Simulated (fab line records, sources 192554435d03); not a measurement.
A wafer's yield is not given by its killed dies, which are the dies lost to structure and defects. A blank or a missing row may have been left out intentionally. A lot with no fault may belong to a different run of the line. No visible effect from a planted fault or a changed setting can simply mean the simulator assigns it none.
What tool caused it?	flow n5_finfet	Sampling: 9 lots, 27 wafers, 6 of 1938 route steps

== WHAT THE GAUGES SHOWED, per wafer ==
N5_BEOL_M4_RC_MEAS_101. Usual: DIBL_N 36.0 mV/V, standard deviation 1.8; DIBL_P 36.3 mV/V, standard deviation 2.4; IOFF_N 0.16 nA/um, standard deviation 0.035; IOFF_P 0.21 nA/um, standard deviation 0.036; ION_N 673 uA/um, standard deviation 13; ION_P 461 uA/um, standard deviation 7.2; SS_N 71.4 mV/dec, standard deviation 0.6; SS_P 73.2 mV/dec, standard deviation 0.7; VT_N 250 mV, standard deviation 4; VT_P -250.9 mV, standard deviation 2.9.
lot	measured	on	DIBL_N (mV/V)	DIBL_P (mV/V)	IOFF_N (nA/um)	IOFF_P (nA/um)	ION_N (uA/um)	ION_P (uA/um)	SS_N (mV/dec)	SS_P (mV/dec)	VT_N (mV)	VT_P (mV)	flag
L694	day 7 15:56	prober-01	40.9 39.8 36.5	41.0 39.5 35.0	0.27 0.23 0.16	0.32 0.29 0.23	695 695 669	472 474 465	72.0 72.1 71.2	74.4 74.1 72.4	240 245 252	-242.9 -243.5 -247.3	
L699	day 10 02:00	prober-02	32.7 34.2 35.7	32.6 34.1 37.3	0.10 0.12 0.15	0.14 0.16 0.20	643 663 692	446 453 471	70.0 71.5 71.5	71.9 72.7 73.3	259 255 248	-257.7 -254.1 -249.6	
L709	day 12 00:50	prober-02	37.1 34.1 35.4	38.8 35.2 36.9	0.18 0.12 0.13	0.21 0.16 0.17	677 658 653	459 452 448	71.9 70.2 71.9	73.7 72.8 72.6	249 256 256	-252.9 -257.1 -255.8	
L710	day 12 11:57	prober-01	35.5 32.1 34.3	34.3 31.1 32.7	0.13 0.09 0.11	0.18 0.13 0.15	662 640 664	454 441 460	70.9 70.4 70.6	72.9 72.0 72.1	255 259 256	-251.6 -256.4 -255.7	
L711	day 12 16:12	prober-02	35.5 34.0 36.1	37.7 35.7 37.6	0.18 0.14 0.17	0.22 0.19 0.23	683 682 680	467 469 457	70.6 71.1 71.8	73.8 72.9 73.7	247 251 247	-248.6 -251.5 -248.3	
L716	day 14 07:43	prober-02	37.5 37.7 36.6	39.3 39.7 38.0	0.18 0.18 0.16	0.24 0.25 0.23	691 680 685	475 471 474	71.0 72.0 71.1	73.8 74.1 73.4	246 247 246	-246.5 -247.2 -248.1	
L717	day 14 06:26	prober-01	37.2 37.9 39.3	37.1 36.6 38.0	0.16 0.16 0.20	0.21 0.21 0.25	673 681 687	457 461 464	71.4 72.1 72.2	73.4 74.0 73.7	250 250 247	-252.4 -252.9 -246.7	

== TOOL THAT RAN EACH LOT (tool first, then ch and the chambers of the sampled wafers, then the start) ==
lot	N5_ZERO_LAYER_ETCH_17	N5_ZERO_LAYER_STRIP_24	N5_WELL_APT_RTA_34	N5_FIN_SAQP_HM_DEP_72	N5_FIN_SAQP_SPACER1_ETCHBACK_25
L694	rie_diel-03 ch 0,1,3, day 1 12:43	plasma_asher-02 ch 0,1, day 1 12:54	rtp_anneal-01 ch 0, day 1 15:35	pecvd-04 ch 1,2, day 1 23:22	rie_diel-06 ch 1,2,3, day 2 01:43
L699	rie_diel-02 ch 0,1,3, day 2 18:52	plasma_asher-02 ch 0,1, day 2 19:02	rtp_anneal-01 ch 0, day 2 22:29	pecvd-03 ch 0,1, day 3 03:57	rie_diel-01 ch 1,2,3, day 3 06:28
L700	rie_diel-04 ch 0,1, day 3 00:55	plasma_asher-01 ch 0,1, day 3 01:05	-	-	-
L701	rie_diel-02 ch 1,2,3, day 3 06:43	plasma_asher-01 ch 0,1, day 3 06:55	-	-	-
L709	rie_diel-03 ch 0,3, day 5 06:50	plasma_asher-01 ch 0,1, day 5 07:03	rtp_anneal-02 ch 0, day 5 10:09	pecvd-02 ch 0,1,2, day 5 15:36	rie_diel-01 ch 0,3, day 5 18:01
L710	rie_diel-04 ch 0,1,2, day 5 12:52	plasma_asher-01 ch 0, day 5 13:02	rtp_anneal-02 ch 0, day 5 15:49	pecvd-04 ch 0,1,2, day 5 21:23	rie_diel-06 ch 0,2,3, day 6 00:22
L711	rie_diel-03 ch 1,2,3, day 5 18:44	plasma_asher-02 ch 0,1, day 5 18:56	rtp_anneal-01 ch 0, day 5 21:56	pecvd-03 ch 0,1,2, day 6 03:13	rie_diel-01 ch 2,3, day 6 05:35
L716	rie_diel-02 ch 0,1,2, day 7 00:43	plasma_asher-02 ch 0,1, day 7 00:53	rtp_anneal-02 ch 0, day 7 03:58	pecvd-03 ch 0,2, day 7 09:59	rie_diel-06 ch 0,1,3, day 7 12:58
L717	rie_diel-02 ch 2,3, day 7 06:43	plasma_asher-02 ch 0,1, day 7 06:53	rtp_anneal-01 ch 0, day 7 10:49	pecvd-03 ch 0,1,2, day 7 15:53	rie_diel-06 ch 0,1,3, day 7 18:46
- N5_ZERO_LAYER_ETCH_17: etches SiO2 in CF4, target depth 12 nm, time 13.3 s.
- N5_ZERO_LAYER_STRIP_24: strips in O2.
- N5_WELL_APT_RTA_34: time 10 s.
- N5_FIN_SAQP_HM_DEP_72: deposits SiO2 from SiH4/N2O, target thk 12 nm, time 7.2 s.
- N5_FIN_SAQP_SPACER1_ETCHBACK_25: etches SiO2 in CHF3/O2, target depth 24.4 nm, time 12.2 s.

== WHAT THE TOOLS THEMSELVES READ (means of the sampled wafers that have a number; where no wafer has one, the mark that the record gives instead) ==
N5_ZERO_LAYER_ETCH_17. Usual: bias_w 215.0 W (standard deviation 0.64); cf4_flow_sccm 100.0 sccm (standard deviation 0.33); drypump_motor_current_A 5.7 A (standard deviation 0.36); oes_product_au 0.78 a.u. (standard deviation 0.069); rf_vpp_V 949 V (standard deviation 4.4); showerhead_plenum_p_Torr 2.14 Torr (standard deviation 0.068); throttle_valve_pct 15.63 % (standard deviation 0.18).
lot	tool	bias_w (W)	cf4_flow_sccm (sccm)	drypump_motor_current_A (A)	oes_product_au (a.u.)	rf_vpp_V (V)	showerhead_plenum_p_Torr (Torr)	throttle_valve_pct (%)	flag
L694	rie_diel-03	214.9	100.2	5.7	0.85	950	2.17	15.43	
L699	rie_diel-02	214.9	99.9	5.7	0.72	948	2.12	15.78	
L700	rie_diel-04	-	-	-	-	-	-	-	OFF
L701	rie_diel-02	-	-	-	-	-	-	-	OFF
L709	rie_diel-03	215.5	100.0	5.8	0.83	948	2.14	15.44	
L710	rie_diel-04	215.0	100.0	5.5	0.72	948	2.13	15.72	
L711	rie_diel-03	215.1	100.5	5.7	0.77	949	2.14	15.60	
L716	rie_diel-02	215.2	100.2	5.9	0.70	950	2.15	15.77	
L717	rie_diel-02	215.4	99.8	5.2	0.76	944	2.09	15.97	

N5_ZERO_LAYER_STRIP_24. Usual: drypump_motor_current_A 5.59 A, standard deviation 0.24; heater_power_w 332 W, standard deviation 17; oes_product_au 0.647 a.u., standard deviation 0.004; strip_time_to_endpoint_s 43.89 s, standard deviation 0.071.
lot	tool	drypump_motor_current_A (A)	heater_power_w (W)	oes_product_au (a.u.)	strip_time_to_endpoint_s (s)	flag
L694	plasma_asher-02	5.64	325	0.650	43.94	
L699	plasma_asher-02	5.49	338	0.651	43.95	
L700	plasma_asher-01	5.53	343	0.646	44.28	OFF
L701	plasma_asher-01	5.71	320	0.649	44.21	OFF
L709	plasma_asher-01	5.53	342	0.648	43.86	
L710	plasma_asher-01	5.35	349	0.648	43.93	
L711	plasma_asher-02	5.47	337	0.644	43.91	
L716	plasma_asher-02	5.50	333	0.641	43.85	
L717	plasma_asher-02	5.49	335	0.641	43.84	

N5_WELL_APT_RTA_34. Usual: lamp_power_pct 13.00 %, standard deviation 0.052; lamp_zone_7_pct 13.424 %, standard deviation 0.029; wafer_temp_C_max 1003.6, standard deviation 1.
lot	tool	lamp_power_pct (%)	lamp_zone_7_pct (%)	wafer_temp_C_max	flag
L694	rtp_anneal-01	12.99	13.426	1002.5	
L699	rtp_anneal-01	12.95	13.408	1004.3	
L709	rtp_anneal-02	13.05	13.408	1004.4	
L710	rtp_anneal-02	13.00	13.401	1002.7	
L711	rtp_anneal-01	13.04	13.435	1003.4	
L716	rtp_anneal-02	13.05	13.433	1003.4	
L717	rtp_anneal-01	12.95	13.456	1003.0	

N5_FIN_SAQP_HM_DEP_72. Usual: heater_power_w 833 W, standard deviation 110; showerhead_plenum_p_Torr 8.15 Torr, standard deviation 0.14.
lot	tool	heater_power_w (W)	showerhead_plenum_p_Torr (Torr)	flag
L694	pecvd-04	969	8.13	
L699	pecvd-03	847	8.15	
L709	pecvd-02	749	8.16	
L710	pecvd-04	894	8.17	
L711	pecvd-03	839	8.11	
L716	pecvd-03	781	8.09	
L717	pecvd-03	761	8.11	

N5_FIN_SAQP_SPACER1_ETCHBACK_25. Usual: drypump_motor_current_A 5.7 A, standard deviation 0.59; oes_product_au 0.76 a.u., standard deviation 0.07; rf_vpp_V 526 V, standard deviation 7; showerhead_plenum_p_Torr 2.38 Torr, standard deviation 0.07; throttle_valve_pct 18.97 %, standard deviation 0.23.
lot	tool	drypump_motor_current_A (A)	oes_product_au (a.u.)	rf_vpp_V (V)	showerhead_plenum_p_Torr (Torr)	throttle_valve_pct (%)	flag
L694	rie_diel-06	5.6	0.75	523	2.33	19.05	
L699	rie_diel-01	5.6	0.81	527	2.42	18.71	
L709	rie_diel-01	5.0	0.78	533	2.35	18.91	
L710	rie_diel-06	5.9	0.73	525	2.35	19.00	
L711	rie_diel-01	5.6	0.75	530	2.40	18.83	
L716	rie_diel-06	5.3	0.75	523	2.36	19.14	
L717	rie_diel-06	5.3	0.74	524	2.36	19.17	

== THE ANSWER, worked out from the rows above alone ==
Rule: lot off if the mean of its wafers having a number is beyond 3 standard deviations from the usual mean. Also off: a lot with no number at a reading for which 4 or more lots have one. Where the step has rows for the other lots, those lots are counted as sound. The gauges are gone through in route order, then the tools' own readings, and for those a lot's mean is taken as printed above. The first step at which some lot is off is used, and at that step the reading that is off furthest; a lot without a number counts as furthest.
Off, at N5_ZERO_LAYER_ETCH_17 on bias_w: L700, L701. Without a number there: L700, L701.
A tool fits if, at that step or a process step before it, it ran every lot that is off, and no sound lot after the first of them. Not one of the candidates tried fits.

== WHAT THE SIMULATOR HAD INSERTED ==
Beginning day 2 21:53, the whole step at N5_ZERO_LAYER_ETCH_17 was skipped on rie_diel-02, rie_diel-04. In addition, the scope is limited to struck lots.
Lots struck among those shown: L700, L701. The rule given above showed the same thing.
